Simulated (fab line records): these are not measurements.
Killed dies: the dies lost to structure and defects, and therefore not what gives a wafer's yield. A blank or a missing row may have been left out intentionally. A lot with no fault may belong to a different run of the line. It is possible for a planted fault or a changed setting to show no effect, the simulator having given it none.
fab line records	flow n5-finfet
record: lots: 6	wafers: 18	last-day: 18
route steps=1938 shown HKMG_FIN@454 GATE_CUT@465 BEOL_M4@1111 PASSIVATION@1936
lots with no fault: from the same line, run without faults
start-h: hours from the record's opening day to when the first of the lot's shown wafers began	wait-h: hours elapsed since this lot's preceding step	" identical to the entry in the row above	L1.1+2: a row that stands for several wafers	- no value present, or no start provided	* or withheld: withheld	< > ~ a bound
route shown NAME@n: names a module that has steps shown in the file, with the first one's number in the route	usual: the fault-free wafers' mean and standard deviation	same: alike in all rows	chamber/n: place in a boat	sites: each site's reading	_std_site: how widely they spread, as a standard deviation	_edge_site: mean of outer sites minus mean of inner sites	radius-mm: for every site, how far away it sits from the centre of the wafer	mask NAME#n: copy n	behind: the most recent tool/chamber to have shaped the wafer	hold: reason for holding the lot/hours on hold/outcome of the hold	device: which transistor (n, p or np) failed to switch	end of line: tests run on the same wafers once the route is complete	where a step has no rows: the recipe by itself	killed: the dies lost at the first sort to structure and to defects; this is not the yield of the wafer	map: shows each die of a wafer: x if killed, . if not, _ if none is there
set.NAME: the setting as run; set.NAME@STEP: as run at that earlier step	model.NAME: the simulator's own value behind a step, which no gauge read
a table for each step, a row for each wafer; lots at some steps of the route
services: from which hour (start-h, from the record's first day; less than 0 if before it) a tool's chamber was out of use, for how many hours, and why
== steps ==
step: N5_HKMG_FIN_ETCHBACK_68
recipe: chemistry: Cl2/Ar	stop-on: HfO2	target-depth-a: 5	pressure-mtorr: 10	icp-w: 600	bias-w: 60	Cl2_flow_sccm: 40	Ar_flow_sccm: 60
step: N5_HKMG_FIN_STRIP_69
recipe: chemistry: N2/H2	power-w: 2500	temp-c: 300	h2-frac: 0.65	time-s: 360	pressure-mtorr: withheld	n2-flow-sccm: 1750	h2-flow-sccm: 3250
usual: drypump-motor-current-A: 6.12/0.24	heater-power-w: 498/38
same: time-s: 360
lot.wafer	tool	chamber	start-h	wait-h	drypump-motor-current-A	heater-power-w	rf-hours-counter-h
L980.1	plasma-asher-02	1	110.00	0.1	6.09	439	95
L980.5	"	1	"	"	6.09	439	-
L980.6	"	0	"	"	6.40	520	-
L983.2	plasma-asher-02	1	130.47	0.1	6.10	444	99
L983.5	"	1	"	"	6.10	445	-
L983.6	"	0	"	"	6.39	527	-
L987.2	plasma-asher-01	0	156.74	0.1	5.72	529	47
L987.3	"	0	"	"	5.69	521	-
L987.4	"	1	"	"	5.90	525	-
L988.2	plasma-asher-01	0	159.54	0.1	5.66	532	48
L988.4	"	0	"	"	5.71	532	-
L988.5	"	0	"	"	5.68	529	-
L996.1	plasma-asher-02	0	203.69	0.1	6.38	535	115
L996.2	"	1	"	"	6.11	445	115
L996.4	"	0	"	"	6.39	521	-
L998.1	plasma-asher-02	0	221.09	0.2	6.37	537	117
L998.4	"	0	"	"	6.37	527	-
L998.6	"	0	"	"	6.37	537	-
step: N5_HKMG_FIN_ALD_21
recipe: material: TiN	target-thk-a: 15	temp-c: 400	ald-precursor-family: TiCl4	ald-co-reactant: NH3	pulse-time-s: 1	purge-time-s: 3	co-reactant-purge-time-s: 2	co-reactant-pulse-time-s: 2	ald-cycles: 68	pressure-torr: 3
usual: heater-power-outer-w: 587/43	heater-power-w: 944/55	precursor-pulse-height-rel: 0.998/0.02
lot.wafer	tool	chamber	start-h	wait-h	heater-power-outer-w	heater-power-w	precursor-pulse-height-rel
L980.1	ald-metal-01	0	110.38	0.3	592	995	0.969
L980.5	"	0	"	"	603	985	1.027
L980.6	"	3	"	"	628	919	1.005
L983.2	ald-metal-02	2	130.85	0.3	650	954	0.980
L983.5	"	2	"	"	633	919	0.979
L983.6	"	1	"	"	580	908	0.988
L987.2	ald-metal-01	1	157.12	0.3	630	1025	0.972
L987.3	"	3	"	"	628	917	1.015
L987.4	"	0	"	"	605	973	0.983
L988.2	ald-metal-01	1	159.92	0.3	626	1029	0.960
L988.4	"	0	"	"	606	1001	1.019
L988.5	"	2	"	"	554	894	0.987
L996.1	ald-metal-04	1	204.07	0.3	537	908	0.997
L996.2	"	2	"	"	502	824	0.987
L996.4	"	0	"	"	664	1041	0.984
L998.1	ald-metal-02	2	221.48	0.3	640	942	1.027
L998.4	"	3	"	"	541	946	0.980
L998.6	"	1	"	"	556	948	0.987
step: N5_HKMG_FIN_ALD_72
recipe: material: W	target-thk-a: 20	temp-c: 300	pressure-torr: 7.5	ald-precursor-family: WF6	ald-co-reactant: B2H6	pulse-time-s: 1	purge-time-s: 2	co-reactant-purge-time-s: 2	co-reactant-pulse-time-s: 3	ald-cycles: 7
usual: heater-power-outer-w: 281/42	heater-power-w: 492/64	precursor-pulse-height-rel: 1.001/0.02
lot.wafer	tool	chamber	start-h	wait-h	heater-power-outer-w	heater-power-w	precursor-pulse-height-rel
L980.1	cvd-w-01	0	110.74	0.2	330	571	0.992
L980.5	"	1	"	"	230	400	0.996
L980.6	"	0	"	"	337	570	0.983
L983.2	cvd-w-01	1	131.21	0.2	228	395	1.032
L983.5	"	0	"	"	352	576	1.029
L983.6	"	1	"	"	234	390	0.994
L987.2	cvd-w-02	0	157.49	0.2	248	471	1.011
L987.3	"	1	"	"	297	530	0.964
L987.4	"	0	"	"	248	465	1.016
L988.2	cvd-w-02	0	160.28	0.2	255	472	1.001
L988.4	"	1	"	"	301	544	1.019
L988.5	"	0	"	"	250	467	1.010
L996.1	cvd-w-01	0	204.43	0.2	351	553	1.027
L996.2	"	1	"	"	238	396	0.995
L996.4	"	1	"	"	236	397	0.975
L998.1	cvd-w-01	0	221.84	0.2	339	559	1.025
L998.4	"	0	"	"	343	573	1.027
L998.6	"	1	"	"	235	390	0.983
step: N5_HKMG_FIN_W_FILL_22
recipe: material: W	target-thk-a: 600	temp-c: 400	pressure-torr: 39.4	time-s: 18.2
step: N5_HKMG_FIN_PRECLEAN_83
recipe: chemistry: DIW	time-s: 57.5	temp-c: 23
step: N5_HKMG_FIN_SRD_84
recipe: dry-time-s: 32	dry: n2-spin	spin-rpm: 1500
step: N5_HKMG_FIN_CMP_23
recipe: stop-on: SiNx	t-overpolish-s: 10	post-cmp-clean: rinse-only	down-force-psi: 4	platen-rpm: 50.289	pad-velocity-m-s: 1.0006	target-thk-nm: 46.326
step: N5_HKMG_FIN_CMP_94
recipe: stop-on: SiNx	post-cmp-clean: w-dilute-nh4oh	t-overpolish-s: 4.7	down-force-psi: 4	platen-rpm: 50.289	pad-velocity-m-s: 1.0006	target-thk-nm: 43.299
usual: head-pressure-psi: 4.001/0.0084	motor-current-A: 12.2/1.6
same: t-overpolish-s: 4.7
lot.wafer	tool	chamber	start-h	wait-h	head-pressure-psi	motor-current-A
L980.1	cmp-02	0	111.42	0.3	4.004	12.6
L980.6	"	3	"	"	3.991	10.9
L980.5	"	0	"	"	4.009	12.6
L983.2	cmp-02	0	131.95	0.3	3.989	12.9
L983.6	"	2	"	"	4.004	11.9
L983.5	"	3	"	"	4.000	10.4
L987.4	cmp-01	2	158.17	0.3	3.994	14.0
L987.2	"	3	"	"	4.008	12.7
L987.3	"	0	"	"	4.013	10.4
L988.2	cmp-04	0	161.02	0.3	4.010	12.6
L988.4	"	2	"	"	4.004	10.8
L988.5	"	3	"	"	3.999	14.5
L996.4	cmp-04	2	205.11	0.4	4.006	9.9
L996.1	"	0	"	"	3.997	12.8
L996.2	"	1	"	"	4.008	11.9
L998.1	cmp-01	2	222.49	0.4	3.988	14.0
L998.4	"	3	"	"	3.997	12.5
L998.6	"	3	"	"	3.996	12.9
step: N5_HKMG_FIN_INSPECT_28
recipe: inspect-instrument: darkfield	mode: post-cmp
usual: raw-defect-count: 43/18
lot.wafer	tool	chamber	start-h	wait-h	raw-defect-count
L980.1	defect-inspect-01	-	111.62	0.0	32
L980.5	"	-	"	"	22
L980.6	"	-	"	"	16
L983.2	defect-inspect-02	-	132.12	0.0	54
L983.5	"	-	"	"	72
L983.6	"	-	"	"	71
L987.2	defect-inspect-02	-	158.37	0.0	46
L987.3	"	-	"	"	26
L987.4	"	-	"	"	32
L988.2	defect-inspect-02	-	161.22	0.0	29
L988.4	"	-	"	"	17
L988.5	"	-	"	"	61
L996.1	defect-inspect-01	-	205.34	0.0	33
L996.2	"	-	"	"	56
L996.4	"	-	"	"	28
L998.1	defect-inspect-01	-	222.72	0.0	22
L998.4	"	-	"	"	30
L998.6	"	-	"	"	26
step: N5_GATE_CUT_ETCHBACK_00
recipe: chemistry: SF6/Cl2	target: W	pressure-mtorr: 8	icp-w: 900	bias-w: 80	SF6_flow_sccm: 40	Cl2_flow_sccm: 60
step: N5_GATE_CUT_ETCH_56
recipe: chemistry: Cl2/Ar	target: TiN	target-depth-a: 216	pressure-mtorr: 10	icp-w: 600	bias-w: 60	Cl2_flow_sccm: 40	Ar_flow_sccm: 60
usual: bias-w: 59.99/0.18	drypump-motor-current-A: 5.61/0.28	oes-product-au: 0.76/0.14	throttle-valve-pct: 20.9/0.32
lot.wafer	tool	chamber	start-h	wait-h	bias-w	drypump-motor-current-A	oes-product-au	rf-hours-counter-h	throttle-valve-pct
L980.1	rie-metal-02	1	111.78	0.1	60.14	5.92	0.63	105	21.2
L980.5	"	1	"	"	60.06	5.92	0.63	-	21.3
L980.6	"	0	"	"	60.07	5.78	0.60	-	21.2
L983.2	rie-metal-03	0	132.28	0.1	59.97	5.93	0.60	141	20.9
L983.5	"	0	"	"	60.14	5.94	0.60	-	20.9
L983.6	"	1	"	"	59.99	5.25	0.87	-	20.6
L987.2	rie-metal-03	0	158.52	0.1	56.71	5.94	0.99	0	20.4
L987.3	"	1	"	"	60.03	5.26	0.86	-	20.6
L987.4	"	0	"	"	56.88	5.92	1.00	-	20.4
L988.2	rie-metal-03	0	161.37	0.1	56.89	5.91	0.98	1	20.4
L988.4	"	0	"	"	56.84	5.94	0.99	-	20.4
L988.5	"	0	"	"	56.69	5.94	0.98	-	20.4
L996.1	rie-metal-01	1	205.51	0.1	60.25	5.34	0.69	73	21.2
L996.2	"	0	"	"	59.86	5.57	0.88	14	20.6
L996.4	"	1	"	"	60.24	5.35	0.68	-	21.2
L998.1	rie-metal-01	1	222.88	0.1	59.93	5.39	0.69	74	21.2
L998.4	"	0	"	"	60.11	5.56	0.87	-	20.6
L998.6	"	1	"	"	60.01	5.35	0.68	-	21.2
step: N5_GATE_CUT_ETCHBACK_30
recipe: chemistry: Cl2/Ar	target: TiN	target-depth-a: 30	mode: isotropic	pressure-mtorr: 10	icp-w: 600	bias-w: 60	Cl2_flow_sccm: 40	Ar_flow_sccm: 60
usual: drypump-motor-current-A: 5.62/0.28	oes-product-au: 0.76/0.14	throttle-valve-pct: 20.9/0.32
lot.wafer	tool	chamber	start-h	wait-h	drypump-motor-current-A	oes-product-au	rf-hours-counter-h	throttle-valve-pct
L980.1	rie-metal-02	1	111.87	0.1	5.92	0.64	105	21.2
L980.5	"	1	"	"	5.90	0.64	-	21.2
L980.6	"	0	"	"	5.80	0.60	-	21.2
L983.2	rie-metal-03	0	132.37	0.1	5.96	0.60	141	20.8
L983.5	"	0	"	"	5.95	0.60	-	20.9
L983.6	"	1	"	"	5.29	0.87	-	20.6
L987.2	rie-metal-03	0	158.61	0.1	5.94	1.01	0	20.4
L987.3	"	1	"	"	5.27	0.86	-	20.6
L987.4	"	0	"	"	5.94	1.01	-	20.4
L988.2	rie-metal-03	0	161.46	0.1	5.94	1.01	1	20.4
L988.4	"	0	"	"	5.96	1.00	-	20.4
L988.5	"	0	"	"	5.92	1.02	-	20.4
L996.1	rie-metal-01	1	205.60	0.1	5.39	0.69	73	21.2
L996.2	"	0	"	"	5.62	0.88	14	20.6
L996.4	"	1	"	"	5.36	0.69	-	21.2
L998.1	rie-metal-01	1	222.97	0.1	5.35	0.69	74	21.2
L998.4	"	0	"	"	5.55	0.87	-	20.6
L998.6	"	1	"	"	5.38	0.68	-	21.2
step: N5_BEOL_M4_RC_MEAS_101
usual: DIBL_N: 36.4/1.6	DIBL_P: 36.2/1.8	IOFF_N: 0.159/0.029	IOFF_P: 0.21/0.034	ION_N: 670/12	ION_P: 459/8.2	SS_N: 71.5/0.59	SS_P: 73.2/0.54	VT_N: 250/3.3	VT_P: -250/3.7
lot.wafer	tool	chamber	start-h	wait-h	DIBL_N[mV/V]	DIBL_P[mV/V]	IOFF_N[nA/um]	IOFF_P[nA/um]	ION_N[uA/um]	ION_P[uA/um]	SS_N[mV/dec]	SS_P[mV/dec]	VT_N[mV]	VT_P[mV]
L980.1	prober-02	0	217.70	0.0	36.9	38.3	0.168	0.21	670	454	71.9	73.0	248	-253
L980.5	"	0	"	"	35.8	37.0	0.154	0.19	668	457	71.7	73.5	250	-251
L980.6	"	0	"	"	36.5	38.1	0.169	0.22	677	468	72.0	73.5	249	-250
L983.2	prober-01	0	256.75	0.2	36.7	37.9	0.171	0.21	669	454	72.5	73.3	248	-252
L983.5	"	0	"	"	34.8	35.3	0.136	0.16	661	447	71.7	72.5	253	-255
L983.6	"	0	"	"	36.0	37.3	0.160	0.19	670	452	71.4	72.8	249	-256
L987.2	prober-01	0	272.58	0.2	38.0	35.7	0.173	0.21	672	455	71.8	73.6	247	-249
L987.3	"	0	"	"	39.2	38.0	0.204	0.26	675	463	73.0	74.1	247	-246
L987.4	"	0	"	"	37.6	36.4	0.166	0.23	677	465	71.0	72.7	249	-249
L988.2	prober-02	0	278.40	0.2	37.9	37.1	0.174	0.22	672	456	72.0	73.4	250	-252
L988.4	"	0	"	"	36.1	34.8	0.153	0.19	667	451	71.5	72.8	250	-254
L988.5	"	0	"	"	37.7	36.0	0.163	0.21	670	458	72.4	73.5	249	-250
L996.1	prober-02	0	310.94	0.0	37.1	37.5	0.159	0.17	675	452	71.4	72.2	250	-256
L996.2	"	0	"	"	38.1	38.0	0.164	0.18	668	445	71.3	73.0	249	-256
L996.4	"	0	"	"	37.7	37.7	0.155	0.17	675	447	72.1	72.6	251	-258
L998.1	prober-02	0	335.18	0.0	34.1	35.5	0.141	0.23	670	476	71.9	73.0	250	-247
L998.4	"	0	"	"	35.7	37.1	0.160	0.26	663	464	71.1	73.7	249	-245
L998.6	"	0	"	"	38.0	39.3	0.218	0.31	701	481	71.8	74.1	245	-240
step: N5_PASSIVATION_PROBE_49
usual: defect-limited-yield: 91.1/1.5	killed_at_M0_to_M3: 33/9.9	killed_at_M4_up: 14/5.2	killed-at-contacts: 12/6.7	killed-at-front-end: 43/13	killed-at-other: 3.4/2.7	killed-dies: 105/17	killed-open: 69/13	killed-short: 33/7.5	sort_bin_5_function: 5.2/0.91	sort_bin_6_memory: 3.3/0.71	sort-n-pass: 1075/17	sort-yield-pct: 91.1/1.5
same: gross-dies: 1180	killed-at-back-side: 0	sort_bin_4_leakage[%]: 0	sort_bin_8_speed[%]: 0
lot.wafer	tool	chamber	start-h	wait-h	defect-limited-yield[%]	killed_at_M0_to_M3	killed_at_M4_up	killed-at-contacts	killed-at-front-end	killed-at-other	killed-dies	killed-open	killed-short	sort_bin_5_function[%]	sort_bin_6_memory[%]	sort-n-pass	sort-yield-pct[%]
L983.2	prober-01	-	357.31	0.1	90.8	26	12	16	48	7	109	85	24	5.4	3.7	1071	90.8
L983.5	prober-01	-	357.46	0.2	91.9	23	9	10	50	3	95	65	30	4.4	3.3	1085	91.9
L983.6	prober-01	-	357.51	0.3	93.8	21	7	9	31	5	73	46	25	3.5	2.6	1107	93.8
L987.2	prober-02	-	370.13	0.1	91.1	32	16	5	48	4	105	70	35	5.3	3.4	1075	91.1
L987.3	prober-02	-	370.18	0.1	90.9	35	9	7	53	3	107	77	30	5.2	3.6	1073	90.9
L987.4	prober-02	-	370.23	0.2	91.9	29	19	5	37	5	95	66	27	4.9	2.6	1085	91.9
L988.2	prober-01	-	373.33	0.1	89.8	19	11	10	73	7	120	78	41	6.7	3.1	1060	89.8
L988.4	prober-01	-	373.43	0.2	89.1	27	17	8	75	2	129	76	46	6.0	3.8	1051	89.1
L988.5	prober-01	-	373.48	0.2	92.4	22	13	7	45	3	90	60	27	4.1	3.2	1090	92.4
killed by level:class
L983.2 FIN_SAQP:geometric-particle:open=16 MOL_CONTACT_COAG:geometric-particle:open=12 FIN_SAQP:geometric-particle:short=7 BEOL_M0_SAQP:geometric-particle:open=7 STI_FIN_REVEAL:geometric-particle:open=5 DUMMY_GATE:geometric-particle:open=5 ILD0:geometric-particle:open=5 MOL_CONTACT_COAG:geometric-particle:short=4
L983.5 FIN_SAQP:geometric-particle:open=16 MOL_CONTACT_COAG:geometric-particle:open=9 BEOL_M3:geometric-particle:open=8 DUMMY_GATE:geometric-particle:open=7 FIN_SAQP:geometric-particle:short=6 DUMMY_GATE:geometric-particle:short=5 BEOL_M2:geometric-particle:open=5 BEOL_M0_SAQP:geometric-particle:open=4
L983.6 FIN_SAQP:geometric-particle:open=8 MOL_CONTACT_COAG:geometric-particle:open=7 BEOL_M1:geometric-particle:open=7 FIN_SAQP:geometric-particle:short=6 BEOL_M0_SAQP:geometric-particle:open=5 BEOL_M4:geometric-particle:open=4 BEOL_M0_SAQP:geometric-particle:short=3 STARTING-WAFER:geometric-particle:short=3
L987.2 STI_FIN_REVEAL:geometric-particle:open=19 BEOL_M0_SAQP:geometric-particle:open=10 STI_FIN_REVEAL:geometric-particle:short=8 BEOL_M2:geometric-particle:open=8 FIN_SAQP:geometric-particle:short=7 BEOL_M4:geometric-particle:open=7 MOL_CONTACT_COAG:geometric-particle:open=5 BEOL_M3:geometric-particle:open=4
L987.3 STI_FIN_REVEAL:geometric-particle:open=21 BEOL_M2:geometric-particle:open=13 FIN_SAQP:geometric-particle:open=11 FIN_SAQP:geometric-particle:short=10 MOL_CONTACT_COAG:geometric-particle:open=6 BEOL_M0_SAQP:geometric-particle:short=6 BEOL_M0:geometric-particle:open=5 GATE_CUT:geometric-particle:open=3
L987.4 STI_FIN_REVEAL:geometric-particle:open=14 BEOL_M0_SAQP:geometric-particle:open=10 BEOL_M4:geometric-particle:open=9 BEOL_M0_SAQP:geometric-particle:short=7 STI_FIN_REVEAL:geometric-particle:short=6 FIN_SAQP:geometric-particle:open=4 FIN_SAQP:geometric-particle:short=4 BEOL_M3:geometric-particle:open=4
L988.2 STI_FIN_REVEAL:geometric-particle:open=21 FIN_SAQP:geometric-particle:short=21 FIN_SAQP:geometric-particle:open=12 MOL_CONTACT_COAG:geometric-particle:open=8 DUMMY_GATE:geometric-particle:open=7 STI_FIN_REVEAL:geometric-particle:short=5 BEOL_M3:geometric-particle:open=5 BEOL_M4:geometric-particle:open=5
L988.4 STI_FIN_REVEAL:geometric-particle:open=20 FIN_SAQP:geometric-particle:short=17 FIN_SAQP:geometric-particle:open=13 STI_FIN_REVEAL:geometric-particle:short=8 MOL_CONTACT_COAG:geometric-particle:open=7 HKMG_FIN:area-etch=6 BEOL_M0_SAQP:geometric-particle:open=5 BEOL_M4:geometric-particle:open=5
L988.5 STI_FIN_REVEAL:geometric-particle:open=9 FIN_SAQP:geometric-particle:open=8 BEOL_M3:geometric-particle:open=7 DUMMY_GATE:geometric-particle:open=7 MOL_CONTACT_COAG:geometric-particle:open=7 FIN_SAQP:geometric-particle:short=6 STI_FIN_REVEAL:geometric-particle:short=5 BEOL_M0_SAQP:geometric-particle:short=5
== services ==
tool	chamber	start-h	hours	kind
cvd-w-02	0	86.09	2.5	repair
rie-metal-03	-	86.82	1.4	pm
cvd-w-02	1	89.08	3.8	repair
ald-metal-02	2	89.39	6.4	repair
rie-metal-01	0	94.61	7.9	repair
cvd-w-02	-	107.35	0.8	repair
cvd-w-01	-	111.57	0.7	repair
ald-metal-01	-	125.42	8.7	pm
rie-metal-03	0	133.68	-	clean
rie-metal-03	0	133.68	18.7	scheduled-down
rie-metal-03	0	133.68	18.7	vent-cycle
cmp-04	-	154.17	0.5	repair
rie-metal-03	0	169.63	1.4	repair
cvd-w-02	1	177.38	7.0	repair
ald-metal-04	3	188.33	9.8	repair
ald-metal-01	-	195.40	2.1	repair
cvd-w-02	0	196.14	1.7	repair
rie-metal-02	-	196.79	10.0	pm
rie-metal-02	0	206.79	-	clean
rie-metal-02	0	206.79	23.4	scheduled-down
rie-metal-02	0	206.79	23.4	vent-cycle
cmp-02	-	212.68	4.0	pm
cmp-04	-	217.00	5.3	pm
ald-metal-02	3	222.47	1.6	repair
== key ==
first-sign: step: N5_GATE_CUT_ETCH_56	reading: bias-w	direction: down	sigmas: 18	usual: *	struck: *
effect none on later readings
met-at N5_GATE_CUT_ETCH_56
struck-wafers L987.2,L987.4,L988.2,L988.4,L988.5
onset-between 132.28 158.52
fault: kind: process-parameter-drift	tool: rie-metal-03	chamber: 0	onset-h: 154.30	steps: N5_GATE_CUT_ETCH_56	channel: bias-w	offset: *	shape: step	end-h: 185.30	acts-in: *	stated: *
